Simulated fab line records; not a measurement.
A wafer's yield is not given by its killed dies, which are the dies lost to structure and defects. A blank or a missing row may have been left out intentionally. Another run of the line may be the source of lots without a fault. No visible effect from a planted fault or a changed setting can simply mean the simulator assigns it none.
fab line records    flow n5-finfet
[record] lots = 9  wafers = 27  last-day = 18
route steps=1938 shown STI_FIN_REVEAL@189 SD_EPI_N@270 BEOL_M4@1111
lots that met no fault: taken from a fault-free run of the same line
start-h: hours from the record's opening day to when the first of the lot's shown wafers began    wait-h: hours since the lot's step before    " repeats the value in the row above    L1.1+2: several wafers, shown together as one row    - no value present, or no start provided    * or withheld: withheld    < > ~ a bound
route shown NAME@n: a module of which the file shows steps, and the number in the route of the first    usual: the fault-free wafers' mean and standard deviation    same: alike in all rows    chamber/n: place in a boat    sites: readings site by site    _std_site: the values' standard deviation    _edge_site: inner sites' mean taken away from outer sites' mean    radius-mm: how far each site lies from the wafer's centre    mask NAME#n: copy n    behind: the tool/chamber that last shaped the wafer    hold: why the lot was held/for how many hours/how that ended    device: transistor that didn't switch, given as n, p or np    end of line: tests of these same wafers at the route's end    step lacking rows: just its recipe    killed: count of dies lost to structure and defects at first sort (not the wafer's yield)    map: a wafer's dies, x killed, . not, _ none there
set.NAME: the setting as run; set.NAME@STEP: as run at that earlier step    model.NAME: the simulator's own value behind a step, which no gauge read
a sample of lots followed through the steps of the route, with each step as a table and each wafer as a row
services: when a tool's chamber went out of use (start-h, in hours from the record's first day, below 0 if earlier), for how many hours, and the reason
[[steps]]
[step N5_STI_FIN_REVEAL_DENSIFY_30]
[recipe] temp-c = *  time-s = *  ambient = N2  idle-temp-c = 600  ramp-up-c-per-s = 150  ramp-down-c-per-s = 60  cool-to-c = 600
[usual] lamp-power-pct = 11.54/0.055  lamp_zone_4_pct = 11.523/0.021  wafer_temp_C_max = *
lot.wafer  tool           chamber  start-h  wait-h  lamp-power-pct  lamp_zone_4_pct  wafer_temp_C_max
L790.1     rtp-anneal-01  0        42.35    0.0     11.58           11.514           *
L790.3     "              0        "        "       11.46           11.555           *
L790.6     "              0        "        "       11.53           11.558           *
L795.1     rtp-anneal-02  0        70.74    0.0     11.61           11.548           *
L795.3     "              0        "        "       11.45           11.492           *
L795.5     "              0        "        "       11.50           11.508           *
L798.4     rtp-anneal-02  0        89.38    0.3     11.57           11.537           *
L798.5     "              0        "        "       11.57           11.537           *
L798.6     "              0        "        "       11.63           11.507           *
L801.1     rtp-anneal-01  0        110.46   0.2     11.65           11.472           *
L801.2     "              0        "        "       11.53           11.524           *
L801.3     "              0        "        "       11.52           11.506           *
L807.2     rtp-anneal-01  0        142.12   0.1     11.56           11.501           *
L807.3     "              0        "        "       11.60           11.466           *
L807.5     "              0        "        "       11.57           11.545           *
L808.1     rtp-anneal-01  0        153.82   0.0     11.53           11.514           *
L808.4     "              0        "        "       11.54           11.533           *
L808.6     "              0        "        "       11.54           11.537           *
L809.1     rtp-anneal-01  0        154.29   0.0     11.46           11.544           *
L809.3     "              0        "        "       11.50           11.544           *
L809.4     "              0        "        "       11.50           11.507           *
L811.3     rtp-anneal-02  0        166.42   0.1     11.62           11.490           *
L811.4     "              0        "        "       11.47           11.554           *
L811.5     "              0        "        "       11.57           11.512           *
L812.2     rtp-anneal-02  0        172.57   0.1     11.47           11.493           *
L812.3     "              0        "        "       11.59           11.499           *
L812.4     "              0        "        "       11.62           11.493           *
[step N5_SD_EPI_N_CD_MEAS_09]
[recipe] target-cd-nm = 120  landing-energy-ev = 500  detector = se-inlens
[usual] cd-nm = 120.0/0.6
lot.wafer  tool       chamber  start-h  wait-h  cd-nm
L790.1     cd-sem-02  0        57.15    -       120.1
L790.3     "          0        "        "       120.3
L790.6     "          0        "        "       120.0
L795.1     cd-sem-02  0        85.53    -       120.8
L795.3     "          0        "        "       120.5
L795.5     "          0        "        "       119.9
L798.4     cd-sem-02  0        106.09   -       120.6
L798.5     "          0        "        "       120.5
L798.6     "          0        "        "       120.5
L801.1     cd-sem-02  0        124.92   -       118.6
L801.2     "          0        "        "       119.2
L801.3     "          0        "        "       119.5
L807.2     cd-sem-03  0        156.62   -       119.2
L807.3     "          0        "        "       119.6
L807.5     "          0        "        "       119.9
L808.1     cd-sem-03  0        167.89   -       119.6
L808.4     "          0        "        "       120.3
L808.6     "          0        "        "       119.8
L809.1     cd-sem-03  0        168.56   -       120.4
L809.3     "          0        "        "       120.7
L809.4     "          0        "        "       120.9
L811.3     cd-sem-01  0        180.82   -       120.9
L811.4     "          0        "        "       120.4
L811.5     "          0        "        "       120.8
L812.2     cd-sem-02  0        190.04   -       119.5
L812.3     "          0        "        "       120.0
L812.4     "          0        "        "       119.7
[step N5_SD_EPI_N_OVL_MEAS_10]
[recipe] points-per-wafer = 44
[usual] SD_N_BLK_OVL = 0.3/0.69
lot.wafer  tool        chamber  start-h  wait-h  SD_N_BLK_OVL[nm]
L790.1     overlay-01  0        57.18    0.0     0.1
L790.3     "           0        "        "       -0.9
L790.6     "           0        "        "       0.2
L795.1     overlay-02  0        85.56    0.0     0.5
L795.3     "           0        "        "       0.7
L795.5     "           0        "        "       1.0
L798.4     overlay-02  0        106.12   0.0     0.5
L798.5     "           0        "        "       0.6
L798.6     "           0        "        "       -0.1
L801.1     overlay-02  0        124.95   0.0     -0.9
L801.2     "           0        "        "       0.5
L801.3     "           0        "        "       0.2
L807.2     overlay-01  0        156.65   0.0     0.5
L807.3     "           0        "        "       1.6
L807.5     "           0        "        "       1.7
L808.1     overlay-02  0        167.92   0.0     0.5
L808.4     "           0        "        "       1.0
L808.6     "           0        "        "       0.4
L809.1     overlay-02  0        168.59   0.0     0.5
L809.3     "           0        "        "       0.1
L809.4     "           0        "        "       1.4
L811.3     overlay-01  0        180.85   0.0     -0.9
L811.4     "           0        "        "       -0.4
L811.5     "           0        "        "       0.7
L812.2     overlay-01  0        190.07   0.0     -0.1
L812.3     "           0        "        "       -1.0
L812.4     "           0        "        "       0.3
[step N5_SD_EPI_N_ETCH_34]
[recipe] chemistry = CF4  target = SiARC  target-depth-a = 455  mask-material = CAR-ArF-block  time-s = 75.8  ion-energy-ev = 80  pressure-mtorr = 40  source-w = 545  bias-w = 36  Ar_flow_sccm = 100  cf4-flow-sccm = 100  ends = cleared
[usual] drypump-motor-current-A = 5.8/0.46  etch-rf-on-time-s = 76.0/1.2  oes-product-au = 0.65/0.07  rf-vpp-V = 184.3/1.3  showerhead-plenum-p-Torr = 2.15/0.077  throttle-valve-pct = 15.64/0.26
lot.wafer  tool         chamber  start-h  wait-h  drypump-motor-current-A  etch-rf-on-time-s  oes-product-au  rf-hours-counter-h  rf-vpp-V  showerhead-plenum-p-Torr  throttle-valve-pct
L790.1     rie-diel-05  0        57.27    0.0     5.9                      76.5               0.58            236                 182.6     2.11                      15.62
L790.3     "            3        "        "       4.8                      76.4               0.63            150                 185.9     2.23                      15.62
L790.6     "            1        "        "       5.2                      74.8               0.76            -                   182.7     2.19                      15.73
L795.1     rie-diel-05  2        85.87    0.0     5.5                      77.9               0.57            238                 182.4     2.03                      15.89
L795.3     "            1        "        "       5.2                      75.5               0.75            41                  185.1     2.18                      15.76
L795.5     "            0        "        "       5.9                      76.1               0.57            -                   183.3     2.11                      15.63
L798.4     rie-diel-05  3        106.24   0.0     4.8                      103.5              0.53            -                   185.5     2.22                      15.66
L798.5     "            1        "        "       5.2                      103.4              0.63            -                   183.8     2.18                      15.76
L798.6     "            2        "        "       5.5                      106.5              0.50            -                   182.3     2.03                      15.88
L801.1     rie-diel-05  0        125.08   0.0     5.9                      100.6              0.71            3                   184.4     2.10                      15.15
L801.2     "            3        "        "       4.9                      103.5              0.52            175                 185.8     2.22                      15.69
L801.3     "            1        "        "       5.2                      102.0              0.63            56                  183.6     2.18                      15.77
L807.2     rie-diel-02  0        156.74   0.0     6.4                      74.2               0.64            164                 185.0     2.13                      15.42
L807.3     "            2        "        "       5.9                      75.7               0.63            183                 184.3     2.21                      15.55
L807.5     "            1        "        "       6.5                      74.0               0.70            -                   185.9     2.25                      15.33
L808.1     rie-diel-06  3        168.01   0.0     5.7                      75.0               0.76            31                  186.4     2.27                      15.38
L808.4     "            2        "        "       5.1                      77.5               0.62            178                 183.0     2.05                      15.92
L808.6     "            1        "        "       5.9                      77.4               0.57            -                   183.5     2.03                      16.19
L809.1     rie-diel-02  2        168.98   0.0     5.9                      76.0               0.63            189                 184.5     2.21                      15.54
L809.3     "            0        "        "       6.4                      74.3               0.64            170                 184.7     2.13                      15.44
L809.4     "            1        "        "       6.6                      74.9               0.71            77                  186.9     2.25                      15.33
L811.3     rie-diel-02  1        180.94   0.0     6.6                      76.1               0.69            82                  184.1     2.25                      15.35
L811.4     "            0        "        "       6.4                      76.1               0.63            -                   183.5     2.13                      15.44
L811.5     "            1        "        "       6.5                      75.5               0.69            -                   185.5     2.25                      15.34
L812.2     rie-diel-05  2        190.17   0.0     5.5                      76.4               0.77            15                  184.4     2.28                      15.40
L812.3     "            1        "        "       5.2                      76.0               0.70            81                  185.2     2.17                      15.83
L812.4     "            3        "        "       4.8                      76.9               0.59            201                 185.6     2.21                      15.72
[step N5_BEOL_M4_RC_MEAS_101]
[usual] DIBL_N = 35.9/1.4  DIBL_P = 35.9/1.7  IOFF_N = 0.155/0.023  IOFF_P = 0.201/0.029  ION_N = 672/8.8  ION_P = 460/7  SS_N = 71.6/0.48  SS_P = 73.1/0.64  VT_N = 250.0/3  VT_P = -251.6/3
lot.wafer  tool       chamber  start-h  wait-h  DIBL_N[mV/V]  DIBL_P[mV/V]  IOFF_N[nA/um]  IOFF_P[nA/um]  ION_N[uA/um]  ION_P[uA/um]  SS_N[mV/dec]  SS_P[mV/dec]  VT_N[mV]  VT_P[mV]
L790.1     prober-02  0        172.95   0.0     34.9          33.6          0.130          0.184          652           452           71.9          72.2          256.1     -249.7
L790.3     "          0        "        "       34.1          33.5          0.120          0.181          660           455           71.0          72.6          254.3     -250.7
L790.6     "          0        "        "       35.3          35.0          0.145          0.213          664           463           71.7          72.7          251.9     -250.3
L795.1     prober-01  0        202.06   0.0     34.1          35.0          0.128          0.162          660           452           71.6          72.4          252.3     -254.1
L795.3     "          0        "        "       35.3          36.8          0.150          0.179          674           457           71.1          73.4          249.7     -254.3
L795.5     "          0        "        "       36.0          37.7          0.161          0.186          676           460           72.0          73.6          251.4     -253.0
L798.4     prober-02  0        234.46   0.5     33.1          31.8          0.114          0.162          657           454           71.0          72.5          251.4     -253.1
L798.5     "          0        "        "       35.3          34.6          0.157          0.205          674           459           71.5          73.1          247.7     -252.2
L798.6     "          0        "        "       33.2          32.0          0.117          0.164          674           458           69.9          71.5          253.3     -252.7
L801.1     prober-02  0        245.48   0.0     36.2          34.6          0.138          0.180          671           461           70.9          72.2          249.2     -253.5
L801.2     "          0        "        "       35.2          33.5          0.123          0.166          666           453           70.5          72.1          253.1     -256.0
L801.3     "          0        "        "       37.1          35.2          0.146          0.188          672           462           71.4          72.7          251.4     -252.9
L807.2     prober-02  0        279.34   0.2     34.5          34.7          0.131          0.146          660           448           71.4          72.9          254.0     -258.7
L807.3     "          0        "        "       34.9          35.5          0.134          0.149          680           456           71.4          73.7          254.3     -256.1
L807.5     "          0        "        "       34.1          34.6          0.125          0.140          658           445           71.2          72.8          251.2     -257.9
L809.1     prober-02  0        286.47   0.0     39.1          39.8          0.211          0.260          682           462           72.3          74.4          243.3     -250.6
L809.3     "          0        "        "       38.5          39.4          0.195          0.250          685           464           72.4          73.7          248.6     -249.5
L809.4     "          0        "        "       37.6          38.0          0.187          0.231          686           469           71.8          73.0          243.6     -249.3
L808.1     prober-01  0        286.94   0.0     36.6          37.5          0.168          0.213          682           461           72.3          73.8          248.7     -250.7
L808.4     "          0        "        "       36.3          37.9          0.170          0.217          676           460           72.0          74.1          248.1     -251.7
L808.6     "          0        "        "       35.4          36.6          0.149          0.199          668           461           72.8          73.7          250.8     -250.6
L811.3     prober-01  0        306.07   0.6     35.9          35.7          0.155          0.183          679           461           71.4          72.8          248.4     -253.1
L811.4     "          0        "        "       37.2          35.9          0.157          0.196          670           454           71.7          73.5          250.7     -252.3
L811.5     "          0        "        "       34.9          34.2          0.132          0.171          666           451           70.5          73.4          252.3     -254.2
L812.2     prober-02  0        311.64   0.2     35.6          34.0          0.141          0.186          649           448           71.7          72.6          255.4     -253.7
L812.3     "          0        "        "       34.9          34.2          0.131          0.198          668           462           71.1          73.4          250.9     -251.9
L812.4     "          0        "        "       33.5          32.8          0.113          0.168          654           454           71.0          72.6          256.9     -252.6
[[services]]
tool         chamber  start-h  hours  kind
rie-diel-02  0        37.94    4.1    repair
rie-diel-05  1        40.94    2.4    repair
rie-diel-06  3        40.94    4.9    repair
rie-diel-06  3        51.35    -      clean
rie-diel-06  3        51.35    -      consumable-replace:focus-ring
rie-diel-06  3        51.35    -      consumable-replace:showerhead
rie-diel-06  3        51.35    26.0   scheduled-down
rie-diel-06  3        51.35    26.0   vent-cycle
rie-diel-05  2        52.94    3.9    repair
rie-diel-06  0        52.95    4.0    repair
rie-diel-06  0        71.63    6.5    repair
rie-diel-02  -        77.79    0.1    repair
rie-diel-02  -        80.40    2.8    pm
rie-diel-05  3        85.44    2.8    repair
rie-diel-05  0        97.85    -      clean
rie-diel-05  0        97.85    -      consumable-replace:focus-ring
rie-diel-05  0        97.85    20.0   scheduled-down
rie-diel-05  0        97.85    20.0   vent-cycle
rie-diel-06  1        99.50    6.9    repair
rie-diel-05  2        118.45   -      clean
rie-diel-05  2        118.45   -      consumable-replace:focus-ring
rie-diel-05  2        118.45   -      consumable-replace:showerhead
rie-diel-05  2        118.45   17.9   scheduled-down
rie-diel-05  2        118.45   17.9   vent-cycle
[[key]]
[first-sign] step = N5_SD_EPI_N_ETCH_34  reading = etch-rf-on-time-s  direction = up  sigmas = 22  usual = *  struck = *
effect none on later readings
met-at N5_SD_EPI_N_ETCH_34
struck-lots L798,L801
not-acting-at N5_STI_FIN_REVEAL_DENSIFY_30,N5_SD_EPI_N_CD_MEAS_09,N5_SD_EPI_N_OVL_MEAS_10
onset-between 85.87 106.24
[fault] kind = process-parameter-drift  tool = rie-diel-05  chamber = -  onset-h = 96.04  steps = N5_SD_EPI_N_ETCH_34  channel = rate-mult  offset = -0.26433  shape = step  end-h = 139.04
